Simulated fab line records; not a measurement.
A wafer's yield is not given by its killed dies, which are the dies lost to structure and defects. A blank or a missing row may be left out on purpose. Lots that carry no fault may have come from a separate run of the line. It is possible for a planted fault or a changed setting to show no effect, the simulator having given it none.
fab line records | flow nand-harc
[record] lots = 6 wafers = 18 last-day = 34
route steps=1302 shown A_CONTACT@1046 END@1302
lots untouched by any fault: they come from a run of this same line in which no faults occurred
start-h: the number of hours between the record's first day and the start of the first shown wafer of the lot | wait-h: how many hours have passed since the lot's step before this one | " the same as in the row above | L1.1+2: several wafers, shown together as one row | - no value present, or no start provided | * or withheld: withheld | < > ~ a bound
route shown NAME@n: names a module that has steps shown in the file, with the first one's number in the route | usual: average and standard deviation across the fault-free wafers | same: alike in all rows | chamber/n: place in a boat | sites: the reading at each site | _std_site: the standard deviation of these | _edge_site: inner sites' mean taken away from outer sites' mean | radius-mm: how far each site lies from the wafer's centre | mask NAME#n: copy n | behind: the tool/chamber that last shaped the wafer | hold: why the lot went on hold/how many hours it stayed there/how the hold came to an end | device: which transistor (n, p or np) failed to switch | end of line: tests run on the same wafers once the route is complete | where a step has no rows: the recipe by itself | killed: count of dies lost to structure and defects at first sort (not the wafer's yield) | map: the dies of a wafer, with x for killed, . for not killed, _ for no die there
set.NAME: the setting as run; set.NAME@STEP: as run at that earlier step | model.NAME: the simulator's own value behind a step, which no gauge read
lots seen at some steps along the route; tables by step, rows by wafer
services: from which hour (start-h, from the record's first day; less than 0 if before it) a tool's chamber was out of use, for how many hours, and why
[[steps]]
[step NHARC_A_CONTACT_ETCH_78]
[recipe] target-depth-a = 53000 over-etch-frac = 0.3 time-s = 1378 ion-energy-ev = 150 o2-flow-sccm = 400 cos-flow-sccm = 20 ar-flow-sccm = 0 rf-w = 500 bias-w = 300 chemistry = O2/COS
[step NHARC_A_CONTACT_ETCH_124]
[recipe] source-w = withheld pressure-mtorr = 20 bias-v = withheld time-s = 140 target-depth-a = 7000 ar-flow-sccm = withheld c4f8-flow-sccm = withheld o2-flow-sccm = withheld chemistry = C4F8/O2/Ar
// columns lot.wafer tool chamber start-h wait-h rf-hours-counter-h
L235.4 har-cap-etch-01 0 577.32 - -
L235.3 " 1 " " -
L235.6 " 0 " " -
L240.1 har-cap-etch-01 0 626.34 - 20
L240.2 " 1 " " 20
L240.3 " 1 " " -
L244.2 har-cap-etch-03 1 674.47 - 73
L244.3 " 1 " " -
L244.6 " 0 " " -
L250.2 har-cap-etch-02 1 704.75 - 125
L250.4 " 0 " " -
L250.5 " 0 " " -
L249.1 har-cap-etch-02 1 710.88 - 127
L249.2 " 0 " " 127
L249.3 " 1 " " -
L251.2 har-cap-etch-02 1 740.20 - 130
L251.1 " 0 " " 130
L251.6 " 1 " " -
[step NHARC_A_CONTACT_ETCH_125]
[recipe] source-w = withheld pressure-mtorr = 20 bias-v = 3000 time-s = 197 target-depth-a = 19180 ar-flow-sccm = withheld c4f8-flow-sccm = withheld o2-flow-sccm = withheld chemistry = C4F8/O2/Ar
[step NHARC_A_CONTACT_ETCH_126]
[recipe] source-w = withheld pressure-mtorr = 20 bias-v = 3000 time-s = 197 target-depth-a = 19180 ar-flow-sccm = withheld c4f8-flow-sccm = withheld o2-flow-sccm = withheld chemistry = C4F8/O2/Ar
[step NHARC_A_CONTACT_ETCH_127]
[recipe] source-w = withheld pressure-mtorr = 20 bias-v = 3000 time-s = 197 target-depth-a = 19180 ar-flow-sccm = withheld c4f8-flow-sccm = withheld o2-flow-sccm = withheld chemistry = C4F8/O2/Ar
[step NHARC_A_CONTACT_ETCH_128]
[recipe] source-w = withheld pressure-mtorr = 20 bias-v = 3000 time-s = 197 target-depth-a = 19180 ar-flow-sccm = withheld c4f8-flow-sccm = withheld o2-flow-sccm = withheld chemistry = C4F8/O2/Ar
[step NHARC_A_CONTACT_ETCH_129]
[recipe] source-w = withheld pressure-mtorr = 20 bias-v = 3000 time-s = 197 target-depth-a = 19180 ar-flow-sccm = withheld c4f8-flow-sccm = withheld o2-flow-sccm = withheld chemistry = C4F8/O2/Ar
// columns lot.wafer tool chamber start-h wait-h rf-hours-counter-h
L235.4 har-cap-etch-01 0 578.22 0.1 -
L235.3 " 1 " " -
L235.6 " 0 " " -
L240.1 har-cap-etch-01 0 627.25 0.1 21
L240.2 " 1 " " 21
L240.3 " 1 " " -
L244.2 har-cap-etch-03 1 675.37 0.1 74
L244.3 " 1 " " -
L244.6 " 0 " " -
L250.2 har-cap-etch-02 1 705.65 0.1 126
L250.4 " 0 " " -
L250.5 " 0 " " -
L249.1 har-cap-etch-02 1 711.78 0.1 128
L249.2 " 0 " " 128
L249.3 " 1 " " -
L251.2 har-cap-etch-02 1 741.11 0.1 131
L251.1 " 0 " " 131
L251.6 " 1 " " -
[step NHARC_A_CONTACT_ETCH_130]
[recipe] source-w = withheld pressure-mtorr = 20 bias-v = 3000 time-s = 197 target-depth-a = 19180 ar-flow-sccm = withheld c4f8-flow-sccm = withheld o2-flow-sccm = withheld chemistry = C4F8/O2/Ar
[step NHARC_A_CONTACT_ETCH_131]
[recipe] source-w = withheld pressure-mtorr = 20 bias-v = 3000 time-s = 197 target-depth-a = 19180 ar-flow-sccm = withheld c4f8-flow-sccm = withheld o2-flow-sccm = withheld chemistry = C4F8/O2/Ar
[step NHARC_A_CONTACT_ETCH_132]
[recipe] source-w = withheld pressure-mtorr = 20 bias-v = 3000 time-s = 197 target-depth-a = 19240 ar-flow-sccm = withheld c4f8-flow-sccm = withheld o2-flow-sccm = withheld chemistry = C4F8/O2/Ar
[step NHARC_A_CONTACT_ETCH_133]
[recipe] source-w = withheld pressure-mtorr = 20 bias-v = 400 time-s = 374 target-depth-a = 16100 ar-flow-sccm = withheld c4f8-flow-sccm = 11.5 o2-flow-sccm = 7.2 chemistry = C4F8/O2/Ar
[step NHARC_A_CONTACT_ETCH_91]
[recipe] target-depth-a = 400 over-etch-frac = 0.5 time-s = 85.7 ion-energy-ev = 120 ch3f-flow-sccm = 50 o2-flow-sccm = 30 ar-flow-sccm = 200 rf-w = 500 bias-w = 100 chemistry = CH3F/O2
[step NHARC_A_CONTACT_ETCH_97]
[recipe] target-depth-a = 200 over-etch-frac = 0.5 time-s = 10 ion-energy-ev = 250 c4f6-flow-sccm = 25 o2-flow-sccm = 20 ar-flow-sccm = 500 rf-w = 600 bias-w = 500 chemistry = C4F6/O2
[usual] drypump-motor-current-A = 5.8/0.4 oes-product-au = 0.953/0.028 rf-fwd-power-W = 586.3/2.1 rf-vpp-V = 547/3.7 showerhead-plenum-p-Torr = 3.91/0.18 throttle-valve-pct = 26.903/0.0095
// columns lot.wafer tool chamber start-h wait-h drypump-motor-current-A oes-product-au rf-fwd-power-W rf-hours-counter-h rf-vpp-V showerhead-plenum-p-Torr throttle-valve-pct
L235.3 rie-diel-12 2 579.80 - 5.1 0.953 584.0 40 552 4.20 26.904
L235.4 " 0 " " 4.9 0.938 583.3 42 541 3.66 26.894
L235.6 " 3 " " 5.7 0.939 587.8 - 548 4.00 26.907
L240.2 rie-diel-05 3 628.87 - 5.8 0.921 585.9 7 548 3.98 26.892
L240.1 " 0 " " 6.0 0.949 589.6 7 541 3.65 26.914
L240.3 " 1 " " 6.2 0.923 585.7 7 550 4.08 26.902
L244.2 rie-diel-05 1 676.98 - 6.2 0.919 582.4 15 551 4.07 26.907
L244.3 " 2 " " 5.9 0.931 585.3 13 546 3.82 26.899
L244.6 " 1 " " 6.2 0.921 583.2 - 549 4.07 26.893
L250.2 rie-diel-05 2 707.26 - 5.8 0.988 586.8 20 545 3.81 26.883
L250.4 " 3 " " 5.7 0.977 584.7 19 549 3.97 26.896
L250.5 " 0 " " 6.0 0.981 588.7 - 542 3.64 26.897
L249.1 rie-diel-05 1 713.42 - 6.2 0.905 585.8 24 551 4.07 26.904
L249.2 " 3 " " 5.7 0.933 585.1 21 548 3.97 26.910
L249.3 " 0 " " 6.0 0.917 588.2 23 541 3.64 26.889
L251.2 rie-diel-05 3 742.73 - 5.8 0.931 584.8 23 549 3.97 26.898
L251.1 " 0 " " 6.0 0.933 585.9 25 542 3.64 26.881
L251.6 " 0 " " 6.0 0.935 585.7 - 540 3.64 26.910
[step NHARC_A_CONTACT_CD_MEAS_80]
[usual] cd-nm = 289.6/0.86
// columns lot.wafer tool chamber start-h wait-h cd-nm
L235.3 cd-sem-01 - 579.88 - 290.5
L235.4 " - " " 290.3
L235.6 " - " " 289.9
L240.1 cd-sem-02 - 628.95 - 289.4
L240.2 " - " " 289.1
L240.3 " - " " 288.5
L244.2 cd-sem-01 - 677.06 - 289.6
L244.3 " - " " 289.0
L244.6 " - " " 289.4
L250.2 cd-sem-03 - 707.34 - 289.8
L250.4 " - " " 289.8
L250.5 " - " " 289.8
L249.1 cd-sem-03 - 713.51 - 287.2
L249.2 " - " " 287.2
L249.3 " - " " 288.0
L251.1 cd-sem-02 - 742.81 - 289.5
L251.2 " - " " 289.7
L251.6 " - " " 289.3
[step NHARC_A_CONTACT_STRIP_103]
[recipe] n2-flow-sccm = 150 h2-flow-sccm = 150 ar-flow-sccm = 0 bias-w = 0 chemistry = N2/H2
[step NHARC_A_CONTACT_STRIP_104]
[recipe] cf4-flow-sccm = 100 chf3-flow-sccm = 30 ar-flow-sccm = 0 bias-w = 0 chemistry = CF4/CHF3
[step NHARC_A_CONTACT_STRIP_105]
[recipe] o2-flow-sccm = 400 cos-flow-sccm = 20 ar-flow-sccm = 0 bias-w = 0 chemistry = O2/COS
[step NHARC_A_CONTACT_ETCH_106]
[recipe] target-depth-a = 900 overetch-a = 90 time-s = 49.5 ion-energy-ev = 100 cf4-flow-sccm = 80 o2-flow-sccm = 20 ar-flow-sccm = 0 rf-w = 300 bias-w = 100 chemistry = CF4/O2
[usual] drypump-motor-current-A = 5.8/0.43 oes-product-au = 0.994/0.012 rf-fwd-power-W = 296.8/1.2 rf-vpp-V = 197.9/1.5 showerhead-plenum-p-Torr = 1.34/0.067 throttle-valve-pct = 13.397/0.0083
// columns lot.wafer tool chamber start-h wait-h drypump-motor-current-A oes-product-au rf-fwd-power-W rf-hours-counter-h rf-vpp-V showerhead-plenum-p-Torr throttle-valve-pct
L235.4 rie-diel-05 1 580.17 0.1 6.2 1.000 295.0 29 198.6 1.39 13.399
L235.3 " 3 " " 5.7 1.000 298.7 32 197.9 1.36 13.396
L235.6 " 1 " " 6.2 0.994 295.0 - 199.0 1.39 13.388
L240.2 rie-diel-05 3 629.25 0.1 5.8 0.973 297.2 7 199.0 1.36 13.405
L240.3 " 0 " " 6.0 0.989 298.5 7 195.7 1.24 13.392
L240.1 " 2 " " 5.8 0.984 296.0 5 196.9 1.30 13.388
L244.3 rie-diel-05 0 677.39 0.1 6.0 0.977 296.7 15 195.0 1.23 13.402
L244.2 " 2 " " 5.8 0.987 296.9 13 195.8 1.30 13.400
L244.6 " 0 " " 6.0 0.980 296.7 - 195.5 1.23 13.390
L250.4 rie-diel-05 0 707.71 0.1 6.0 0.989 296.7 21 195.8 1.23 13.401
L250.2 " 1 " " 6.2 0.971 294.4 22 197.8 1.39 13.401
L250.5 " 3 " " 5.7 0.995 297.2 - 199.1 1.35 13.388
L249.2 rie-diel-05 3 713.81 0.1 5.7 0.992 295.8 21 199.4 1.35 13.388
L249.1 " 0 " " 6.0 0.975 296.9 23 195.8 1.23 13.391
L249.3 " 1 " " 6.2 0.968 294.9 24 198.6 1.39 13.396
L251.1 rie-diel-05 1 743.11 0.1 6.2 0.976 296.4 29 199.2 1.39 13.398
L251.2 " 2 " " 5.8 0.996 296.1 26 198.1 1.29 13.385
L251.6 " 0 " " 6.0 0.986 297.5 - 196.2 1.23 13.390
[step NHARC_A_CONTACT_STRIP_82]
[recipe] o2-flow-sccm = 500 ar-flow-sccm = 0 bias-w = 0 chemistry = O2
[step NHARC_A_CONTACT_STRIP_83]
[recipe] time-s = 600 temp-c = 30 chemistry = post-etch-residue-remover
[step NHARC_A_CONTACT_DEP_84]
[recipe] target-thk-a = 28000 temp-c = 400 material = aC
[step NHARC_A_CONTACT_DEP_85]
[recipe] target-thk-a = 600 target-thk-nm = 60 temp-c = 400 pressure-torr = 3.5 flow-sccm = 200 rf-w = 350 material = SiON
[step NHARC_A_CONTACT_DEHYDRATE_00]
[recipe] temp-c = 150 time-s = 120
[step NHARC_A_CONTACT_HMDS_01]
[recipe] time-s = 30
[step NHARC_A_CONTACT_COAT_86]
[recipe] temp-c = 260 time-s = 75
[step NHARC_A_CONTACT_COAT_87]
[recipe] temp-c = 225 time-s = 65
[step NHARC_A_CONTACT_COAT_02]
[recipe] spin-rpm = 1500 resist-thk-nm = 90
[step NHARC_A_CONTACT_SOFTBAKE_03]
[recipe] temp-c = 105 time-s = 55
[step NHARC_A_CONTACT_EBR_04]
[step NHARC_A_CONTACT_EXPOSE_05]
[recipe] na = 1.35 sigma-outer = 0.8 dose-mj = 84.24 mask-id = A_CC
[step NHARC_A_CONTACT_PEB_06]
[recipe] peb-temp-c = 100 peb-time-s = 65
[step NHARC_A_CONTACT_DEVELOP_07]
[recipe] develop-time-s = 35 dev-temp-c = 23
[step NHARC_A_CONTACT_CD_MEAS_08]
[recipe] target-cd-nm = 200 landing-energy-ev = 500
[usual] cd-nm = 199.8/0.57
// columns lot.wafer tool chamber start-h wait-h cd-nm
L235.3 cd-sem-02 0 583.29 - 200.7
L235.4 " 0 " " 200.2
L235.6 " 0 " " 200.2
L240.1 cd-sem-02 0 632.38 - 200.6
L240.2 " 0 " " 199.2
L240.3 " 0 " " 200.1
L244.2 cd-sem-02 0 682.63 - 199.5
L244.3 " 0 " " 199.2
L244.6 " 0 " " 199.7
L250.2 cd-sem-01 0 710.73 - 199.5
L250.4 " 0 " " 199.4
L250.5 " 0 " " 199.4
L249.1 cd-sem-01 0 716.91 - 199.1
L249.2 " 0 " " 199.3
L249.3 " 0 " " 199.7
L251.1 cd-sem-01 0 752.23 - 199.3
L251.2 " 0 " " 198.8
L251.6 " 0 " " 199.5
[step NHARC_A_CONTACT_OVL_MEAS_09]
[usual] overlay-x-nm = 0.1/0.65 overlay-y-nm = 0.2/0.78
// columns lot.wafer tool chamber start-h wait-h overlay-x-nm overlay-y-nm
L235.3 overlay-02 - 583.38 - 0.4 1.5
L235.4 " - " " -0.3 1.6
L235.6 " - " " 0.4 1.2
L240.1 overlay-02 - 632.46 - -0.1 0.4
L240.2 " - " " -0.2 0.7
L240.3 " - " " 0.1 -0.2
L244.2 overlay-01 - 682.72 - 0.5 -1.1
L244.3 " - " " 0.1 0.4
L244.6 " - " " 0.5 -0.8
L250.2 overlay-02 - 710.82 - -0.3 1.3
L250.4 " - " " -0.7 1.1
L250.5 " - " " -0.6 1.3
L249.1 overlay-02 - 717.00 - 0.4 2.2
L249.2 " - " " 0.2 2.9
L249.3 " - " " -0.1 2.0
L251.1 overlay-02 - 752.31 - -1.3 -0.2
L251.2 " - " " -1.1 -0.6
L251.6 " - " " -0.9 0.1
[step NHARC_A_CONTACT_DESCUM_13]
[recipe] time-s = 3 o2-flow-sccm = 200 ar-flow-sccm = 0 bias-power-w = 0 chemistry = O2
[step NHARC_A_CONTACT_ETCH_88]
[recipe] target-depth-a = 390 over-etch-frac = 0.3 time-s = 65 ion-energy-ev = 80 cf4-flow-sccm = 150 ar-flow-sccm = 0 rf-w = 300 bias-w = 100 chemistry = CF4
[step NHARC_A_CONTACT_ETCH_89]
[recipe] target-depth-a = 2600 over-etch-frac = 0.3 time-s = 475.3 ion-energy-ev = 200 n2-flow-sccm = 150 h2-flow-sccm = 150 ar-flow-sccm = 0 rf-w = 400 bias-w = 150 chemistry = N2/H2
[usual] drypump-motor-current-A = 5.9/0.4 oes-product-au = 0.994/0.012 rf-fwd-power-W = 399.2/1.3 rf-vpp-V = 430/3 showerhead-plenum-p-Torr = 2.03/0.1 throttle-valve-pct = 14.172/0.0085
// columns lot.wafer tool chamber start-h wait-h drypump-motor-current-A oes-product-au rf-fwd-power-W rf-hours-counter-h rf-vpp-V showerhead-plenum-p-Torr throttle-valve-pct
L235.3 rie-diel-12 0 583.66 - 4.9 1.007 398.6 45 427 1.89 14.182
L235.4 " 3 " " 5.7 0.991 398.4 45 431 2.09 14.182
L235.6 " 0 " " 4.9 0.998 399.9 - 426 1.89 14.167
L240.2 rie-diel-05 3 - - 5.7 0.979 399.4 7 433 2.07 14.164
L240.3 " 0 " " 6.0 0.993 400.5 7 425 1.88 14.161
L240.1 " 2 " " 5.8 1.004 399.2 5 429 1.98 14.172
L244.2 rie-diel-05 0 - - 6.0 0.983 399.8 16 427 1.88 14.163
L244.3 " 1 " " 6.2 0.993 399.3 17 433 2.13 14.176
L244.6 " 2 " " 5.8 0.999 399.9 - 428 1.98 14.171
L250.2 rie-diel-12 3 - - 5.7 0.990 400.1 25 432 2.07 14.170
L250.4 " 0 " " 4.9 0.997 398.2 21 434 2.21 14.168
L250.5 " 1 " " 6.5 0.993 400.4 - 428 1.98 14.184
L249.3 rie-diel-05 2 - - 5.9 0.986 397.5 22 428 1.97 14.168
L249.2 " 3 " " 5.7 0.979 400.1 21 432 2.07 14.172
L249.1 " 0 " " 6.0 0.978 401.1 23 426 1.88 14.165
L251.2 rie-diel-05 3 - - 5.7 0.978 398.3 24 432 2.07 14.178
L251.1 " 0 " " 6.0 0.997 400.2 26 426 1.87 14.184
L251.6 " 3 " " 5.7 0.982 398.9 - 433 2.07 14.169
[step NHARC_A_CONTACT_ETCH_30]
[recipe] target-depth-a = 726 time-s = 36.3 cf4-flow-sccm = 100 chf3-flow-sccm = 30 ar-flow-sccm = 0 rf-w = 500 bias-w = 200 chemistry = CF4/CHF3
[step NHARC_A_CONTACT_ETCH_31]
[recipe] target-depth-a = 28000 over-etch-frac = 0.3 time-s = 728 ion-energy-ev = 150 o2-flow-sccm = 400 cos-flow-sccm = 20 ar-flow-sccm = 0 rf-w = 500 bias-w = 300 chemistry = O2/COS
[step NHARC_A_CONTACT_ETCH_134]
[recipe] source-w = withheld pressure-mtorr = 20 bias-v = withheld time-s = 140 target-depth-a = 7000 ar-flow-sccm = withheld c4f8-flow-sccm = withheld o2-flow-sccm = withheld chemistry = C4F8/O2/Ar
// columns lot.wafer tool chamber start-h wait-h rf-hours-counter-h
L235.3 har-cap-etch-02 1 584.67 - -
L235.4 " 0 " " -
L235.6 " 0 " " -
L240.2 har-cap-etch-01 1 633.70 - 22
L240.1 " 0 " " 22
L240.3 " 0 " " -
L244.2 har-cap-etch-03 0 684.16 - 75
L244.3 " 1 " " -
L244.6 " 0 " " -
L250.2 har-cap-etch-03 1 712.25 - 81
L250.4 " 1 " " -
L250.5 " 1 " " -
L249.1 har-cap-etch-02 0 718.22 - 129
L249.2 " 1 " " 129
L249.3 " 1 " " -
L251.1 har-cap-etch-03 1 753.55 - 85
L251.2 " 0 " " 85
L251.6 " 1 " " -
[step NHARC_A_CONTACT_ETCH_135]
[recipe] source-w = withheld pressure-mtorr = 20 bias-v = 1200 time-s = 311 target-depth-a = 19120 ar-flow-sccm = withheld c4f8-flow-sccm = withheld o2-flow-sccm = withheld chemistry = C4F8/O2/Ar
[step NHARC_END_SORT_01]
[recipe] temp-c = 25
[usual] killed-at-array = 53/18 killed-at-other = 1.0/1.2 killed-at-periphery = 3.6/2.4 killed-dies = 58/18 killed-open = 3.4/1.8 killed-short = 2.3/1.5
[same] gross-dies = 677
// columns lot.wafer tool chamber start-h wait-h killed-at-array killed-at-other killed-at-periphery killed-dies killed-open killed-short
L244.2 prober-01 0 733.74 2.8 37 1 3 41 2 2
L244.3 prober-01 0 734.56 3.1 35 2 1 38 1 0
L244.6 prober-01 0 737.01 4.1 32 2 0 34 3 1
L249.1 prober-02 0 776.12 2.5 126 3 2 131 3 3
L249.2 prober-02 0 776.93 2.8 124 2 4 130 1 3
L249.3 prober-02 0 777.73 3.1 151 1 5 157 1 4
L251.1 prober-01 0 802.90 2.5 150 0 2 152 3 1
L251.2 prober-01 0 803.69 2.8 113 0 2 115 4 0
L251.6 prober-01 0 806.86 4.0 162 0 2 164 1 5
// killed by level:class
L244.2 A_SLIT:chamber-film-flake=20 A_CHANNEL_HOLE_D1:chamber-film-flake=5 A_CHANNEL_FILL_D2:chamber-film-flake=3 P_GATE:chamber-film-flake=2 A_CHANNEL_FILL_D1:chamber-film-flake=2 A_CONTACT:chamber-film-flake=2 A_CHANNEL_HOLE_D1:geometric-particle:short=1 A_DECK1_JOINT:geometric-particle:open=1
L244.3 A_SLIT:chamber-film-flake=20 A_CHANNEL_HOLE_D1:chamber-film-flake=4 A_CHANNEL_FILL_D2:chamber-film-flake=3 A_CONTACT:chamber-film-flake=3 A_STAIRCASE:chamber-film-flake=2 THIN_TSV:chamber-film-flake=2 P_M0:geometric-particle:open=1 A_CHANNEL_FILL_D1:chamber-film-flake=1
L244.6 A_SLIT:chamber-film-flake=13 A_CHANNEL_HOLE_D1:chamber-film-flake=5 A_CHANNEL_FILL_D2:chamber-film-flake=5 A_CONTACT:chamber-film-flake=3 THIN_TSV:chamber-film-flake=2 A_CHANNEL_HOLE_D2:geometric-particle:open=1 A_CHANNEL_FILL_D2:geometric-particle:open=1 A_WL_FILL:geometric-particle:short=1
L249.1 A_CONTACT:unspecified=81 A_SLIT:chamber-film-flake=19 A_CHANNEL_HOLE_D1:chamber-film-flake=7 A_CONTACT:chamber-film-flake=7 A_M1:chamber-film-flake=4 THIN_TSV:chamber-film-flake=3 A_CHANNEL_FILL_D2:geometric-particle:short=2 P_CONTACT:geometric-particle:open=1
L249.2 A_CONTACT:unspecified=84 A_SLIT:chamber-film-flake=16 A_CONTACT:chamber-film-flake=8 A_CHANNEL_HOLE_D1:chamber-film-flake=5 A_M1:chamber-film-flake=4 A_CHANNEL_FILL_D2:geometric-particle:short=2 THIN_TSV:chamber-film-flake=2 A_STAIRCASE:chamber-film-flake=2
L249.3 A_CONTACT:unspecified=104 A_SLIT:chamber-film-flake=21 A_CONTACT:chamber-film-flake=10 A_CHANNEL_HOLE_D1:chamber-film-flake=6 A_M1:chamber-film-flake=4 P_GATE:chamber-film-flake=3 P_M0:geometric-particle:short=1 P_M0:geometric-particle:open=1
L251.1 A_CONTACT:unspecified=107 A_SLIT:chamber-film-flake=14 A_CHANNEL_HOLE_D2:chamber-film-flake=9 A_CHANNEL_HOLE_D1:chamber-film-flake=6 A_STAIRCASE:chamber-film-flake=4 A_CONTACT:chamber-film-flake=3 A_BONDPAD:chamber-film-flake=2 P_M0:geometric-particle:open=1
L251.2 A_CONTACT:unspecified=74 A_SLIT:chamber-film-flake=17 A_CHANNEL_HOLE_D2:chamber-film-flake=6 A_CHANNEL_HOLE_D1:chamber-film-flake=5 A_STAIRCASE:chamber-film-flake=4 A_BONDPAD:chamber-film-flake=4 P_M0:geometric-particle:open=1 A_ONON_D1:geometric-particle:open=1
L251.6 A_CONTACT:unspecified=103 A_SLIT:chamber-film-flake=24 A_CHANNEL_HOLE_D2:chamber-film-flake=16 A_CHANNEL_HOLE_D1:chamber-film-flake=5 A_BONDPAD:chamber-film-flake=4 A_STAIRCASE:chamber-film-flake=3 A_CHANNEL_HOLE_D2:geometric-particle:short=2 A_CONTACT:chamber-film-flake=2
// map L249.3 (x killed, . not)
____________.____________
_________......._________
_______..........._______
______.x...........______
_____..............._____
____.x...............____
____.................____
___....x..............___
___...................___
__.....................__
__.....................__
_......................._
_......................._
_......xx..............._
_......................._
_......................._
..........x..............
......x..xx.........x....
.........xx.x....x.......
...x..x.xxxxxxx..........
.......xxxxxxx...........
_......xxxxxxxx........._
_xx....xxxxxxxx......x.._
_x.x...xxxxxxxx.....x..._
_.x..x.xxxxxxxxx..x....._
_xxxxxxxxxxxxxx........._
__x.x..xxxxxxxx........__
__xx..xxxxxxxxx..x....x__
___.xx..xxxxxxx..x.x..___
___.....xxxxxx....x.xx___
____....xxxxxx..xxxxx____
____...xx.x...x.xxxxx____
_____............xxx_____
______.......x..xxx______
_______..........x_______
_________......._________
____________.____________
// map L251.6 (x killed, . not)
____________.____________
_________......._________
_______..........._______
______..........x..______
_____..............._____
____.................____
____.................____
___...................___
___............x......___
__.............x....x..__
__.....................__
_......................._
_....x.................._
_......................._
_......................._
_.......x..............._
.......x.................
.........xx...x......x...
........xxxx........x....
.......xxxxxxxx.......x..
........xxxxxx.x.........
_...x..xxxxxxxx........._
_......xxxxxxxx........._
_.x.x.xxxxxxxxx......xx._
_xxxxxxxxxxxxxx........._
_xxx...xxxxxxxx........._
__xxx..xxxxxxxx.x......__
__xxx..xxxxxxx.x.x.....__
___xx.xxxxxxxxx.x.x.xx___
___xx.x.xxxxxxx..xxxxx___
____x..x.xxxx.....xx.____
____x.....x.....xxxxx____
_____..........xxxxx_____
______...........xx______
_______.........x._______
_________......._________
____________.____________
[[services]]
// columns tool chamber start-h hours kind
rie-diel-05 0 562.63 - clean
rie-diel-05 1 562.63 - clean
rie-diel-05 2 562.63 - clean
rie-diel-05 3 562.63 - clean
rie-diel-05 0 583.60 9.0 vent-cycle
rie-diel-05 1 583.60 9.0 vent-cycle
rie-diel-05 2 583.60 16.7 vent-cycle
rie-diel-05 0 592.60 - clean
rie-diel-05 1 592.60 - clean
rie-diel-05 3 592.60 - clean
rie-diel-05 3 592.60 - consumable-replace:focus-ring
rie-diel-05 0 617.14 - clean
rie-diel-05 1 617.14 - clean
rie-diel-05 2 617.14 - clean
rie-diel-05 3 617.14 - clean
rie-diel-12 - 625.42 9.0 pm
rie-diel-05 0 641.64 - clean
rie-diel-05 1 641.64 - clean
rie-diel-12 1 689.66 4.9 repair
har-cap-etch-02 - 707.21 0.6 repair
rie-diel-12 0 711.27 4.4 repair
rie-diel-05 0 720.99 14.9 repair
rie-diel-05 3 725.65 6.0 repair
rie-diel-12 3 747.75 8.6 repair
[[key]]
[first-sign] step = NHARC_END_SORT_01 reading = killed-at-array direction = up sigmas = 4.8 usual = 53 struck = 138
[effect] step = NHARC_END_SORT_01 reading = killed-dies direction = up sigmas = 4.6 usual = 58 struck = 142
[more-kills-born-at] NHARC_A_CONTACT_ETCH_97@rie-diel-05 = 552
met-at NHARC_A_CONTACT_ETCH_97
struck-wafers L249.1,L249.2,L249.3,L251.1,L251.2,L251.6
tester-left-out L249,L251
onset-between 707.26 713.42
also-fits time
[fault] kind = chamber-particle-source tool = rie-diel-05 chamber = - onset-h = 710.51 steps = NHARC_A_CONTACT_ETCH_97 rate-per-visit-cm2 = 2.0167 end-h = 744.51
// tester-left-out: of these lots the tester's yield and bins aren't shown, on N5 and GAA mostly nor the transistor test; their killed dies are dies lost to structure and defects alone, not to doping, threshold or leakage, so they don't give the yield
